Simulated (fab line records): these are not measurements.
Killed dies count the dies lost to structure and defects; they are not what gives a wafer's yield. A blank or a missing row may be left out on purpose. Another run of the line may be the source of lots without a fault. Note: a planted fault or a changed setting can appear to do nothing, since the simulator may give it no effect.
A struck lot beside a sound one :: flow n5_finfet :: 14 steps out of a route of 1938
Sound: the wafers L961.2, L961.3, L961.5. The struck wafers were L950.2, L950.3, L950.6. The cause is given at the end.
For every step that has rows: the tool of each side, followed by ch and its chambers, followed by its first start. Under that, the readings that differ: sound wafers :: struck wafers :: difference of the means :: sigmas: that difference in standard deviations of wafers without a fault.
alike: a reading whose means differ by less than 2 such deviations, as well as words and numbers matching on both sides. not compared: withheld readings; readings where some wafer has no value; bounds like >300 that might hide an equal value; numbers whose values overlap and for which the record gives no deviation.
A row with sigmas, a row that says differs or no value, or rows on one side alone: a step with any of these is where the two part. Numbers that have no deviation but don't overlap get no sigmas and don't part them. Lack of a reading on every wafer of one side parts them only where that side has two or more wafers.

N5_MOL_CONTACT_COAG_STRIP_96: strips in N2/H2.
  sound on rie_diel-06 ch 1,3, day 9 20:03; struck on rie_diel-03 ch 1,3, day 7 00:48
  alike: drypump_motor_current_A, oes_product_au, rf_vpp_V, showerhead_plenum_p_Torr, throttle_valve_pct
  not compared: rf_hours_counter_h
N5_MOL_CONTACT_COAG_ETCH_47: etches SiNx in CH3F/O2, stops on W, target depth 27 nm.
  sound on rie_diel-06 ch 1,3, day 9 20:05; struck on rie_diel-03 ch 1,3, day 7 00:50
reading: throttle_valve_pct (%)
sound: 16.50 15.83 15.84
struck: 16.16 16.76 16.77
difference: +0.51
sigmas: +2
  alike: O2_flow_sccm, drypump_motor_current_A, etch_rf_on_time_s, mfc_ar_sccm, oes_product_au, rf_vpp_V, showerhead_plenum_p_Torr
  not compared: rf_hours_counter_h
N5_MOL_CONTACT_COAG_STRIP_119: strips in N2/H2, time 30 s.
  sound on plasma_asher-01 ch 0,1, day 9 20:11; struck on plasma_asher-01 ch 0,1, day 7 00:55
  alike: drypump_motor_current_A, heater_power_w
  not compared: rf_hours_counter_h
then, 2 steps without rows for these wafers: N5_MOL_CONTACT_COAG_PRECLEAN_144 (cleans in alkaline clean, time 60 s); N5_MOL_CONTACT_COAG_SRD_145 (time 30 s).
N5_MOL_CONTACT_COAG_CD_MEAS_137: target cd 16 nm.
  sound on cd_sem-03 at day 9 20:20; struck on cd_sem-01 at day 7 01:04
  alike: cd_nm
then, 6 steps without rows for these wafers: N5_MOL_CONTACT_COAG_COAT_62 (time 60 s, resist thk 60 nm); N5_MOL_CONTACT_COAG_COAT_63 (time 60 s, resist thk 10 nm); N5_MOL_CONTACT_COAG_COAT_64 (time 60 s, resist thk 10 nm); N5_MOL_CONTACT_COAG_COAT_34 (resist thk 40 nm); N5_MOL_CONTACT_COAG_EBR_36; N5_MOL_CONTACT_COAG_SOFTBAKE_35 (time 60 s).
N5_MOL_CONTACT_COAG_EXPOSE_37: exposes mask VD, defocus 0 nm.
  sound on euv_scanner-02 ch 0, day 9 20:31; struck on euv_scanner-02, day 7 01:15
  no value came back on the struck wafers for any of 5 readings (exposure_dose_mJ_cm2, focus_offset_nm (nm) and others); on the sound wafers exposure_dose_mJ_cm2 reads 61.88 61.86 61.95
  alike: mask
then, 1 step without rows for these wafers: N5_MOL_CONTACT_COAG_PEB_38 (peb time 60 s).

WHERE THEY PART
Earliest at N5_MOL_CONTACT_COAG_ETCH_47; latest, in this record, at N5_MOL_CONTACT_COAG_EXPOSE_37.

WHY: whatever the simulator had introduced
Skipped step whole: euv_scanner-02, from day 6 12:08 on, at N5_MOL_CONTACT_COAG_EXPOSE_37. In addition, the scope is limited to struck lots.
